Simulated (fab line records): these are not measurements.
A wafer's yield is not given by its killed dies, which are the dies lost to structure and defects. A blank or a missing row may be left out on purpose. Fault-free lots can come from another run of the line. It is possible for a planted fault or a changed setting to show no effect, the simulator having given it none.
fab line records	flow n5_finfet
[record] lots = 6	wafers = 18	last_day = 18
route steps=1938 shown BEOL_M6@1258 BEOL_M7@1263 PASSIVATION@1936
lots with no fault: from the same line, run without faults
start_h: start of the lot's first displayed wafer, in hours after the record's first day	wait_h: time in hours since the lot's previous step	" unchanged from the row above	L1.1+2: a single row standing in for several wafers	- no value, or no start given	* or withheld: withheld	< > ~ a bound
route shown NAME@n: names a module that has steps shown in the file, with the first one's number in the route	usual: the fault-free wafers' mean and standard deviation	same: alike in all rows	chamber/n: place in a boat	sites: per-site readings	_std_site: the values' standard deviation	_edge_site: the outer-site mean with the inner-site mean subtracted	radius_mm: for every site, how far away it sits from the centre of the wafer	mask NAME#n: copy n	behind: the tool/chamber that last shaped the wafer	hold: why the lot went on hold/how many hours it stayed there/how the hold came to an end	device: whichever transistor did not switch (one of n, p or np)	end of line: the same wafers' tests at the end of the route	a step given without rows: its recipe and nothing more	killed: dies lost to structure and defects at the first sort, not the wafer's yield	map: shows each die of a wafer: x if killed, . if not, _ if none is there
set.NAME: setting as actually run; set.NAME@STEP: the setting as run at that earlier step	model.NAME: the simulator's own value behind a step, which no gauge read
lots at selected steps of the route; one table per step, one row per wafer
services: when a tool's chamber went out of use (start_h, in hours from the record's first day, below 0 if earlier), for how many hours, and the reason
[[steps]]
[step N5_BEOL_M6_THK_MEAS_53]
[recipe] thk_meas_gauge = xrf	reads = Cu_of_BEOL_M6_ECD_50
[usual] M6_THK = 81.8/2.1
lot.wafer	tool	chamber	start_h	wait_h	M6_THK[nm]
L449.2	film_metro-02	-	244.66	-	82.6
L449.4	"	-	"	"	79.7
L449.6	"	-	"	"	80.1
L451.1	film_metro-01	-	247.43	-	78.9
L451.2	"	-	"	"	81.7
L451.4	"	-	"	"	82.1
L455.1	film_metro-01	-	298.52	-	84.6
L455.3	"	-	"	"	82.7
L455.6	"	-	"	"	84.7
L456.2	film_metro-01	-	299.54	-	84.4
L456.4	"	-	"	"	86.4
L456.6	"	-	"	"	85.5
L457.1	film_metro-02	-	303.72	-	84.2
L457.2	"	-	"	"	81.2
L457.4	"	-	"	"	83.6
L463.2	film_metro-01	-	337.29	-	81.1
L463.4	"	-	"	"	79.7
L463.5	"	-	"	"	78.3
[step N5_BEOL_M6_PRE_CLEAN_55]
[recipe] gas = NH3	time_s = 15	temp_c = withheld	rf_power_w = 300
[step N5_BEOL_M6_DEP_56]
[recipe] material = SiCN	target_thk_a = 100	temp_c = withheld	precursor = 3MS/NH3	pressure_torr = 3	rf_w = 202	time_s = 17.5
[step N5_BEOL_M6_RS_MEAS_57]
[recipe] thk_meas_gauge = four-point-probe	reads = Cu_of_BEOL_M6_ECD_50+Co_of_BEOL_M6_CVD_78+TaN_of_BEOL_M6_ALD_77
[usual] M6_RS = 0.284/0.0083
lot.wafer	tool	chamber	start_h	wait_h	M6_RS[ohm/sq]
L449.2	film_metro-01	-	244.79	0.1	0.280
L449.4	"	-	"	"	0.290
L449.6	"	-	"	"	0.289
L451.1	film_metro-01	-	247.56	0.1	0.293
L451.2	"	-	"	"	0.283
L451.4	"	-	"	"	0.282
L455.1	film_metro-02	-	298.65	0.1	0.274
L455.3	"	-	"	"	0.279
L455.6	"	-	"	"	0.273
L456.2	film_metro-01	-	299.67	0.1	0.277
L456.4	"	-	"	"	0.269
L456.6	"	-	"	"	0.271
L457.1	film_metro-02	-	303.85	0.1	0.272
L457.2	"	-	"	"	0.284
L457.4	"	-	"	"	0.274
L463.2	film_metro-02	-	337.42	0.1	0.290
L463.4	"	-	"	"	0.295
L463.5	"	-	"	"	0.301
[step N5_BEOL_M6_INSPECT_58]
[recipe] inspect_instrument = darkfield	mode = post_dep
[usual] raw_defect_count = 75/22
lot.wafer	tool	chamber	start_h	wait_h	raw_defect_count
L449.2	defect_inspect-02	-	244.81	0.0	47
L449.4	"	-	"	"	45
L449.6	"	-	"	"	48
L451.1	defect_inspect-02	-	247.59	0.0	80
L451.2	"	-	"	"	84
L451.4	"	-	"	"	62
L455.1	defect_inspect-02	-	298.68	0.0	97
L455.3	"	-	"	"	97
L455.6	"	-	"	"	78
L456.2	defect_inspect-01	-	299.70	0.0	75
L456.4	"	-	"	"	73
L456.6	"	-	"	"	73
L457.1	defect_inspect-01	-	303.87	0.0	78
L457.2	"	-	"	"	65
L457.4	"	-	"	"	71
L463.2	defect_inspect-01	-	337.45	0.0	52
L463.4	"	-	"	"	60
L463.5	"	-	"	"	63
[step N5_BEOL_M7_ILD_DEP_00]
[recipe] material = SiCOH_lowk	target_thk_a = 1797.5	temp_c = 300	precursor = DEMS/porogen	pressure_torr = 5	rf_w = 500	time_s = 33.4
[step N5_BEOL_M7_CURE_74]
[recipe] temp_c = 385	time_s = 240	ambient = He/Ar	material = SiCOH_lowk
[usual] lamp_power_pct = 52.31/0.059	wafer_temp_C_max = 386.8/0.84
lot.wafer	tool	chamber	start_h	wait_h	lamp_power_pct	wafer_temp_C_max
L449.2	uv_cure-02	0	245.46	0.6	52.31	386.2
L449.4	"	0	"	"	52.21	385.9
L449.6	"	0	"	"	52.26	385.7
L451.1	uv_cure-02	2	247.71	0.1	52.27	387.6
L451.2	"	2	"	"	52.39	387.9
L451.4	"	2	"	"	52.28	386.1
L455.1	uv_cure-03	0	298.78	0.0	52.27	386.0
L455.3	"	0	"	"	52.40	386.1
L455.6	"	0	"	"	52.33	386.0
L456.2	uv_cure-01	0	299.90	0.1	52.34	388.2
L456.4	"	0	"	"	52.28	387.0
L456.6	"	0	"	"	52.36	387.1
L457.1	uv_cure-03	2	304.00	0.1	52.30	389.0
L457.2	"	2	"	"	52.31	387.9
L457.4	"	2	"	"	52.35	389.0
L463.2	uv_cure-02	0	337.63	0.1	52.30	386.1
L463.4	"	0	"	"	52.31	386.4
L463.5	"	0	"	"	52.36	385.9
[step N5_BEOL_M7_THK_MEAS_01]
[recipe] reads = SiCOH_lowk_of_BEOL_M7_ILD_DEP_00
[usual] M7_ILD_THK = 154.9/2.1
lot.wafer	tool	chamber	start_h	wait_h	M7_ILD_THK[nm]
L449.2	film_metro-02	-	245.89	0.4	154.2
L449.4	"	-	"	"	158.7
L449.6	"	-	"	"	155.6
L451.1	film_metro-01	-	248.22	0.4	155.0
L451.2	"	-	"	"	154.3
L451.4	"	-	"	"	157.4
L455.1	film_metro-02	-	299.29	0.4	153.8
L455.3	"	-	"	"	155.9
L455.6	"	-	"	"	157.9
L456.2	film_metro-01	-	300.33	0.4	153.3
L456.4	"	-	"	"	157.4
L456.6	"	-	"	"	158.1
L457.1	film_metro-01	-	304.51	0.4	152.7
L457.2	"	-	"	"	152.5
L457.4	"	-	"	"	156.2
L463.2	film_metro-02	-	338.06	0.4	152.6
L463.4	"	-	"	"	156.2
L463.5	"	-	"	"	154.2
[step N5_BEOL_M7_PECVD_70]
[recipe] material = SiO2	target_thk_a = 200	temp_c = 400	precursor = TEOS/O2	pressure_torr = 5.5	rf_w = 450	teos_flow_sccm = 53.8	gas = O2	flow_sccm = 3000	time_s = 22.7
[usual] heater_power_w = 728/120	showerhead_plenum_p_Torr = 8.76/0.053	susceptor_temp_C = 399.97/0.22	throttle_valve_pct = 22.4/1.2
lot.wafer	tool	chamber	start_h	wait_h	heater_power_w	showerhead_plenum_p_Torr	susceptor_temp_C	throttle_valve_pct
L449.2	pecvd-02	1	245.93	0.0	971	8.88	399.94	23.2
L449.4	"	1	"	"	960	8.85	400.10	23.2
L449.6	"	0	"	"	657	8.77	400.07	23.9
L451.1	pecvd-02	1	248.26	0.0	940	8.86	399.91	23.4
L451.2	"	0	"	"	590	8.73	400.32	24.1
L451.4	"	1	"	"	929	8.83	399.69	23.3
L455.1	pecvd-04	2	299.33	0.0	643	8.83	400.01	20.5
L455.3	"	0	"	"	755	8.77	399.96	24.0
L455.6	"	1	"	"	570	8.71	400.27	22.5
L456.2	pecvd-02	1	300.37	0.0	951	8.84	400.00	23.3
L456.4	"	1	"	"	961	8.84	400.14	23.0
L456.6	"	0	"	"	600	8.74	399.67	24.2
L457.1	pecvd-03	2	304.55	0.0	594	8.81	399.29	21.0
L457.2	"	0	"	"	842	8.73	399.83	21.9
L457.4	"	1	"	"	704	8.70	399.65	22.6
L463.2	pecvd-03	2	338.10	0.0	708	8.79	400.19	21.1
L463.4	"	1	"	"	656	8.69	400.10	22.5
L463.5	"	0	"	"	835	8.73	400.00	21.9
[step N5_BEOL_M7_HM_DEP_02]
[recipe] material = TiN	target_thk_a = 200	temp_c = 25	chamber_pressure_pa = 0.49996
[usual] susceptor_temp_C = 25.02/0.1	throttle_valve_pct = 30.2/0.7
lot.wafer	tool	chamber	start_h	wait_h	susceptor_temp_C	throttle_valve_pct
L449.2	pvd_sputter-03	-	246.19	0.2	25.08	30.7
L449.4	"	-	"	"	24.98	28.8
L449.6	"	-	"	"	25.09	29.9
L451.1	pvd_sputter-01	-	249.55	1.3	25.08	30.9
L451.2	"	-	"	"	25.27	30.7
L451.4	"	-	"	"	25.06	30.8
L455.1	pvd_sputter-01	-	299.84	0.5	25.17	31.1
L455.3	"	-	"	"	25.18	29.2
L455.6	"	-	"	"	24.84	30.8
L456.2	pvd_sputter-01	-	301.38	1.0	24.92	30.6
L456.4	"	-	"	"	25.15	30.7
L456.6	"	-	"	"	24.82	31.0
L457.1	pvd_sputter-02	-	306.06	1.5	25.05	30.6
L457.2	"	-	"	"	25.08	29.9
L457.4	"	-	"	"	25.03	30.7
L463.2	pvd_sputter-02	-	339.35	1.2	25.21	29.9
L463.4	"	-	"	"	25.08	30.2
L463.5	"	-	"	"	24.91	30.8
[step N5_BEOL_M7_COAT_59]
[recipe] resist = SOC	temp_c = 250	time_s = 60	spin_rpm = 1500	resist_thk_nm = 100
[step N5_BEOL_M7_COAT_60]
[recipe] resist = SiARC	temp_c = 220	time_s = 60	spin_rpm = 1500	resist_thk_nm = 35
[step N5_BEOL_M7_COAT_05]
[recipe] resist = CAR-ArF	spin_rpm = 1500	resist_thk_nm = 90
[usual] spin_speed_rpm = 1500.0/1.1
lot.wafer	tool	chamber	start_h	wait_h	spin_speed_rpm	model.CAR-ArF_of_BEOL_M7_COAT_05.thk_nm
L449.2	litho_track-05	0	246.33	-	1498.6	90
L449.4	"	0	"	"	1500.6	90
L449.6	"	0	"	"	1498.2	90
L451.1	litho_track-02	0	249.70	-	1500.6	90.2
L451.2	"	0	"	"	1497.2	90.4
L451.4	"	0	"	"	1497.7	90
L455.1	litho_track-05	0	299.97	-	1399.8	93.6
L455.3	"	0	"	"	1402.1	93.4
L455.6	"	0	"	"	1401.0	93.4
L456.2	litho_track-02	0	301.51	-	1498.9	90.2
L456.4	"	0	"	"	1499.8	90.2
L456.6	"	0	"	"	1499.8	90.4
L457.1	litho_track-05	0	306.19	-	1401.5	93.2
L457.2	"	0	"	"	1402.0	93.2
L457.4	"	0	"	"	1401.7	93.4
L463.2	litho_track-02	0	339.48	-	1500.8	90
L463.4	"	0	"	"	1500.0	89.8
L463.5	"	0	"	"	1500.1	90.2
[step N5_BEOL_M7_EBR_07]
[recipe] solvent = PGMEA	ebr_width_mm = 1.5
[step N5_BEOL_M7_SOFTBAKE_06]
[recipe] temp_c = 110	time_s = 60	resist = CAR-ArF
[step N5_BEOL_M7_EXPOSE_08]
[recipe] mask_id = M7	na = 1.35	source_shape = dipole	sigma_inner = 0.817	sigma_outer = 0.97	polarization = te	dose_mj = 68.25
[step N5_BEOL_M7_PEB_09]
[recipe] peb_temp_c = withheld	peb_time_s = 60	resist = CAR-ArF
[step N5_BEOL_M7_DEVELOP_10]
[recipe] develop_time_s = 30	developer = TMAH	resist = CAR-ArF	rinse_liquid = diw	dry = air_spin	dev_temp_c = 23
[step N5_BEOL_M7_CD_MEAS_11]
[recipe] target_cd_nm = 38.5	landing_energy_ev = 500	detector = se_inlens	polarity = opening
[usual] cd_nm = 38.4/0.57
lot.wafer	tool	chamber	start_h	wait_h	cd_nm
L449.2	cd_sem-03	0	246.72	-	38.3
L449.4	"	0	"	"	37.8
L449.6	"	0	"	"	38.2
L451.1	cd_sem-01	0	250.06	-	38.4
L451.2	"	0	"	"	38.9
L451.4	"	0	"	"	37.6
L455.1	cd_sem-03	0	300.33	-	38.2
L455.3	"	0	"	"	38.3
L455.6	"	0	"	"	37.8
L456.2	cd_sem-01	0	301.75	-	37.8
L456.4	"	0	"	"	38.6
L456.6	"	0	"	"	39.0
L457.1	cd_sem-03	0	306.55	-	38.3
L457.2	"	0	"	"	37.7
L457.4	"	0	"	"	38.0
L463.2	cd_sem-02	0	339.72	-	38.1
L463.4	"	0	"	"	37.9
L463.5	"	0	"	"	38.1
[step N5_BEOL_M7_OVL_MEAS_12]
[recipe] points_per_wafer = 44
[usual] M7_OVL = 0.2/0.74
lot.wafer	tool	chamber	start_h	wait_h	M7_OVL[nm]
L449.2	overlay-01	0	246.75	0.0	0.8
L449.4	"	0	"	"	1.2
L449.6	"	0	"	"	1.4
L451.1	overlay-02	0	250.09	0.0	0.6
L451.2	"	0	"	"	-0.4
L451.4	"	0	"	"	0.5
L455.1	overlay-02	0	300.36	0.0	-0.4
L455.3	"	0	"	"	-0.7
L455.6	"	0	"	"	-0.1
L456.2	overlay-01	0	301.78	0.0	0.2
L456.4	"	0	"	"	0.3
L456.6	"	0	"	"	1.3
L457.1	overlay-01	0	306.59	0.0	0.2
L457.2	"	0	"	"	1.0
L457.4	"	0	"	"	0.1
L463.2	overlay-02	0	339.75	0.0	1.0
L463.4	"	0	"	"	0.7
L463.5	"	0	"	"	0.3
[step N5_BEOL_M7_INSPECT_13]
[recipe] mode = adi	inspect_instrument = brightfield
[usual] raw_defect_count = 430/99
lot.wafer	tool	chamber	start_h	wait_h	raw_defect_count
L449.2	defect_inspect-02	-	246.77	0.0	453
L449.4	"	-	"	"	435
L449.6	"	-	"	"	432
L451.1	defect_inspect-02	-	250.12	0.0	349
L451.2	"	-	"	"	469
L451.4	"	-	"	"	328
L455.1	defect_inspect-01	-	300.39	0.0	445
L455.3	"	-	"	"	413
L455.6	"	-	"	"	481
L456.2	defect_inspect-02	-	301.80	0.0	456
L456.4	"	-	"	"	443
L456.6	"	-	"	"	382
L457.1	defect_inspect-01	-	306.61	0.0	433
L457.2	"	-	"	"	490
L457.4	"	-	"	"	364
L463.2	defect_inspect-01	-	339.78	0.0	485
L463.4	"	-	"	"	319
L463.5	"	-	"	"	316
[step N5_BEOL_M7_DESCUM_16]
[recipe] chemistry = O2	time_s = 7.9	source_power_w = 50	bias_power_w = 20	pressure_mtorr = 20	rf_frequency_hz = 2.712e+07	temp_c = 40	resist = CAR-ArF	o2_flow_sccm = 225
[usual] drypump_motor_current_A = 5.6/0.56	oes_product_au = 0.78/0.082	rf_vpp_V = 243.2/1.2	showerhead_plenum_p_Torr = 2.09/0.061	throttle_valve_pct = 20.44/0.25
lot.wafer	tool	chamber	start_h	wait_h	drypump_motor_current_A	oes_product_au	rf_hours_counter_h	rf_vpp_V	showerhead_plenum_p_Torr	throttle_valve_pct
L449.2	rie_diel-06	0	247.42	0.6	6.2	0.73	186	242.0	1.99	20.61
L449.4	"	2	"	"	5.0	0.88	51	241.9	2.04	20.01
L449.6	"	1	"	"	5.1	0.72	-	242.5	2.07	20.51
L451.1	rie_diel-06	0	250.26	0.1	6.3	0.74	187	241.4	1.99	20.61
L451.2	"	3	"	"	5.7	0.77	124	244.0	2.19	20.33
L451.4	"	1	"	"	5.0	0.71	234	243.5	2.07	20.50
L455.1	rie_diel-03	2	300.47	0.1	6.6	0.92	17	241.6	2.06	20.38
L455.3	"	0	"	"	6.5	0.91	30	243.9	2.15	20.11
L455.6	"	0	"	"	6.5	0.92	-	244.0	2.15	20.11
L456.2	rie_diel-03	3	301.84	0.0	5.4	0.67	249	243.9	2.17	20.81
L456.4	"	0	"	"	6.5	0.92	31	244.5	2.15	20.11
L456.6	"	0	"	"	6.5	0.91	-	245.0	2.15	20.13
L457.1	rie_diel-01	1	306.65	0.0	4.9	0.68	231	244.5	2.14	20.38
L457.2	"	2	"	"	6.0	0.77	124	243.1	2.08	20.34
L457.4	"	0	"	"	5.2	0.74	-	243.5	2.08	20.80
L463.2	rie_diel-01	0	339.81	0.0	5.2	0.73	193	242.0	2.08	20.82
L463.4	"	1	"	"	4.9	0.68	242	244.1	2.13	20.38
L463.5	"	1	"	"	4.8	0.67	-	246.2	2.13	20.38
[step N5_BEOL_M7_ETCH_61]
[recipe] chemistry = CF4	target = SiARC	target_depth_a = 455	mask_material = CAR-ArF	time_s = 75.8	ion_energy_ev = 80	pressure_mtorr = 40	source_w = 545	bias_w = 36	Ar_flow_sccm = 100	cf4_flow_sccm = 100	ends = cleared
[usual] drypump_motor_current_A = 5.6/0.56	etch_rf_on_time_s = 76.0/1.9	oes_product_au = 0.66/0.067	rf_vpp_V = 184.0/1.2	showerhead_plenum_p_Torr = 2.14/0.06	throttle_valve_pct = 15.62/0.27
lot.wafer	tool	chamber	start_h	wait_h	drypump_motor_current_A	etch_rf_on_time_s	oes_product_au	rf_hours_counter_h	rf_vpp_V	showerhead_plenum_p_Torr	throttle_valve_pct	model.CAR-ArF_of_BEOL_M7_COAT_05.thk_nm
L449.2	rie_diel-06	0	247.45	0.0	6.2	77.4	0.63	186	183.1	2.04	15.85	50.8
L449.4	"	2	"	"	5.0	75.7	0.74	51	181.3	2.09	15.12	51
L449.6	"	1	"	"	5.0	76.4	0.61	-	182.7	2.11	15.73	50.8
L451.1	rie_diel-06	0	250.29	0.0	6.2	77.8	0.63	187	183.1	2.04	15.85	51.2
L451.2	"	3	"	"	5.7	76.0	0.67	124	183.7	2.23	15.58	51.2
L451.4	"	1	"	"	5.0	76.1	0.60	234	184.1	2.11	15.74	50.8
L455.1	rie_diel-03	2	300.51	0.0	6.6	74.1	0.78	17	184.1	2.11	15.51	54.2
L455.3	"	0	"	"	6.5	75.9	0.78	30	184.8	2.17	15.14	54.2
L455.6	"	0	"	"	6.5	76.2	0.77	-	185.7	2.17	15.15	54.2
L456.2	rie_diel-03	3	301.87	0.0	5.5	74.2	0.58	249	185.2	2.19	15.89	51.2
L456.4	"	0	"	"	6.5	74.7	0.77	31	185.2	2.17	15.15	51.2
L456.6	"	0	"	"	6.5	75.0	0.78	-	184.7	2.17	15.14	51.2
L457.1	rie_diel-01	1	306.68	0.0	4.8	76.0	0.59	231	185.6	2.19	15.69	53.8
L457.2	"	2	"	"	6.0	73.3	0.67	124	184.2	2.17	15.73	53.8
L457.4	"	0	"	"	5.2	72.9	0.64	-	183.9	2.14	15.99	54
L463.2	rie_diel-01	0	339.84	0.0	5.2	72.3	0.63	193	182.8	2.14	16.01	50.8
L463.4	"	1	"	"	4.8	75.0	0.58	242	184.9	2.19	15.71	50.6
L463.5	"	1	"	"	4.9	76.2	0.58	-	185.8	2.19	15.71	51
[step N5_BEOL_M7_ETCH_62]
[recipe] chemistry = N2/H2	target = SOC	target_depth_a = 1100	overetch_a = 220	mask_material = SiARC	temp_c = 40	time_s = 165	ion_energy_ev = 200	pressure_mtorr = 30	source_w = 840	bias_w = 150	n2_flow_sccm = 200	h2_flow_sccm = 200
[usual] drypump_motor_current_A = 5.6/0.56	h2_flow_sccm = 200.0/0.57	oes_product_au = 0.66/0.063	rf_vpp_V = 523.8/2.3	showerhead_plenum_p_Torr = 2.54/0.077	throttle_valve_pct = 17.81/0.21
lot.wafer	tool	chamber	start_h	wait_h	drypump_motor_current_A	h2_flow_sccm	oes_product_au	rf_hours_counter_h	rf_vpp_V	showerhead_plenum_p_Torr	throttle_valve_pct
L449.2	rie_diel-06	0	247.51	0.0	6.2	200.3	0.64	186	519.0	2.41	17.97
L449.4	"	2	"	"	4.9	199.7	0.73	51	520.8	2.49	17.43
L449.6	"	1	"	"	5.1	200.4	0.61	-	521.4	2.49	17.76
L451.1	rie_diel-06	0	250.35	0.0	6.3	200.0	0.63	187	520.4	2.41	17.97
L451.2	"	3	"	"	5.7	199.2	0.66	124	526.6	2.65	17.68
L451.4	"	1	"	"	5.1	200.0	0.61	234	523.9	2.49	17.74
L455.1	rie_diel-03	2	300.57	0.0	6.7	199.5	0.76	17	522.3	2.49	17.56
L455.3	"	0	"	"	6.5	200.2	0.77	30	524.8	2.61	17.62
L455.6	"	0	"	"	6.5	200.3	0.77	-	525.9	2.61	17.62
L456.2	rie_diel-03	3	301.93	0.0	5.5	200.2	0.57	249	526.2	2.61	18.10
L456.4	"	0	"	"	6.5	199.1	0.76	31	525.3	2.61	17.61
L456.6	"	0	"	"	6.5	199.1	0.76	-	525.5	2.61	17.60
L457.1	rie_diel-01	1	306.74	0.0	4.8	199.8	0.58	231	525.2	2.61	17.86
L457.2	"	2	"	"	6.0	199.5	0.65	124	523.3	2.54	17.85
L457.4	"	0	"	"	5.2	199.2	0.62	-	524.3	2.53	18.14
L463.2	rie_diel-01	0	339.90	0.0	5.2	199.2	0.61	193	523.7	2.52	18.16
L463.4	"	1	"	"	4.8	200.6	0.58	242	525.6	2.61	17.87
L463.5	"	1	"	"	4.8	199.8	0.57	-	525.0	2.61	17.88
[step N5_PASSIVATION_PROBE_49]
[usual] defect_limited_yield = 91.3/1.7	killed_at_M0_to_M3 = 33/11	killed_at_M4_up = 14/5.5	killed_at_contacts = 13/6.5	killed_at_front_end = 39/13	killed_at_other = 3.4/2.9	killed_dies = 103/20	killed_open = 69/15	killed_short = 32/8.1	sort_bin_5_function = 5.1/1.1	sort_bin_6_memory = 3.3/0.74	sort_bin_8_speed = 0.00/0.014	sort_n_pass = 1077/20	sort_yield_pct = 91.3/1.7
[same] gross_dies = 1180	killed_at_back_side = 0	sort_bin_4_leakage[%] = 0
lot.wafer	tool	chamber	start_h	wait_h	defect_limited_yield[%]	killed_at_M0_to_M3	killed_at_M4_up	killed_at_contacts	killed_at_front_end	killed_at_other	killed_dies	killed_open	killed_short	sort_bin_5_function[%]	sort_bin_6_memory[%]	sort_bin_8_speed[%]	sort_n_pass	sort_yield_pct[%]
L455.1	prober-01	-	378.14	0.0	90.7	36	14	9	49	2	110	72	36	4.4	4.7	0	1070	90.7
L457.2	prober-01	-	390.80	0.1	89.7	20	17	21	58	5	121	73	45	5.9	3.8	0	1059	89.7
L456.2	prober-01	-	391.85	0.1	90.9	48	13	13	33	0	107	68	39	5.6	3.3	0	1073	90.9
L456.4	prober-01	-	391.95	0.2	91.4	31	20	18	30	3	102	67	34	4.5	3.6	0	1078	91.4
L456.6	prober-01	-	392.05	0.3	91.0	36	15	12	37	6	106	63	37	5.8	3.1	0	1074	91.0
// killed by level:class
L455.1 FIN_SAQP:geometric_particle:open=18 FIN_SAQP:geometric_particle:short=8 MOL_CONTACT_COAG:geometric_particle:open=8 BEOL_M3:geometric_particle:open=8 DUMMY_GATE:geometric_particle:open=6 BEOL_M4:geometric_particle:open=6 BEOL_M0_SAQP:geometric_particle:open=5 BEOL_M0_SAQP:geometric_particle:short=5
L457.2 MOL_CONTACT_COAG:geometric_particle:open=16 STI_FIN_REVEAL:geometric_particle:open=14 FIN_SAQP:geometric_particle:short=10 FIN_SAQP:geometric_particle:open=7 GATE_CUT:geometric_particle:short=7 BEOL_M2:geometric_particle:open=5 BEOL_M4:geometric_particle:open=4 MOL_CONTACT_COAG:geometric_particle:short=4
L456.2 BEOL_M0_SAQP:geometric_particle:open=16 BEOL_M0_SAQP:geometric_particle:short=11 MOL_CONTACT_COAG:geometric_particle:open=10 FIN_SAQP:geometric_particle:open=8 BEOL_M2:geometric_particle:open=8 FIN_SAQP:geometric_particle:short=7 BEOL_M1:geometric_particle:open=5 BEOL_M4:geometric_particle:open=5
L456.4 MOL_CONTACT_COAG:geometric_particle:open=16 BEOL_M4:geometric_particle:open=10 GATE_CUT:geometric_particle:short=8 BEOL_M0_SAQP:geometric_particle:short=8 BEOL_M2:geometric_particle:open=8 FIN_SAQP:geometric_particle:open=7 BEOL_M0_SAQP:geometric_particle:open=6 STI_FIN_REVEAL:geometric_particle:open=3
L456.6 BEOL_M2:geometric_particle:open=12 FIN_SAQP:geometric_particle:short=10 FIN_SAQP:geometric_particle:open=8 BEOL_M4:geometric_particle:open=8 MOL_CONTACT_COAG:geometric_particle:open=7 BEOL_M0_SAQP:geometric_particle:short=7 BEOL_M3:geometric_particle:open=6 MOL_CONTACT_COAG:geometric_particle:short=5
[[services]]
tool	chamber	start_h	hours	kind
rie_diel-01	1	226.18	3.6	repair
pecvd-02	2	233.53	18.2	repair
pecvd-04	2	233.59	5.8	repair
rie_diel-01	0	241.59	12.8	repair
uv_cure-03	-	242.34	6.1	repair
uv_cure-01	-	242.69	1.8	repair
uv_cure-01	-	263.17	7.1	pm
pecvd-04	-	265.39	0.2	repair
rie_diel-03	2	266.47	4.2	repair
pecvd-04	-	284.97	2.8	pm
rie_diel-06	1	290.13	8.6	repair
rie_diel-01	-	294.76	1.2	repair
pecvd-02	0	302.60	6.9	repair
rie_diel-03	3	303.82	-	clean
rie_diel-03	3	303.82	-	consumable_replace:focus_ring
rie_diel-03	3	303.82	16.7	scheduled_down
rie_diel-03	3	303.82	16.7	vent_cycle
rie_diel-06	1	312.47	-	clean
rie_diel-06	1	312.47	-	consumable_replace:focus_ring
rie_diel-06	1	312.47	21.9	scheduled_down
uv_cure-02	-	329.94	7.5	pm
pvd_sputter-01	-	336.32	11.7	repair
pecvd-02	-	336.80	1.3	repair
pecvd-03	1	339.16	4.0	repair
[[key]]
[first_sign] step = N5_BEOL_M7_COAT_05	reading = spin_speed_rpm	direction = down	sigmas = 91	usual = *	struck = *
effect none on later readings
[model_effect] step = N5_BEOL_M7_COAT_05	value = CAR-ArF_of_BEOL_M7_COAT_05.thk_nm	without = 90.17	struck = 93.37
[model_effect] step = N5_BEOL_M7_ETCH_61	value = CAR-ArF_of_BEOL_M7_COAT_05.thk_nm	without = 50.9	struck = 54.03
met_at N5_BEOL_M7_COAT_05
struck_wafers L455.1,L455.3,L455.6,L457.1,L457.2,L457.4
onset_between 246.33 299.97
[fault] kind = process_parameter_drift	tool = litho_track-05	chamber = -	onset_h = 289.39	steps = N5_BEOL_M7_COAT_05	channel = spin_rpm	offset = *	shape = step	end_h = 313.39	acts_in = *	stated = *
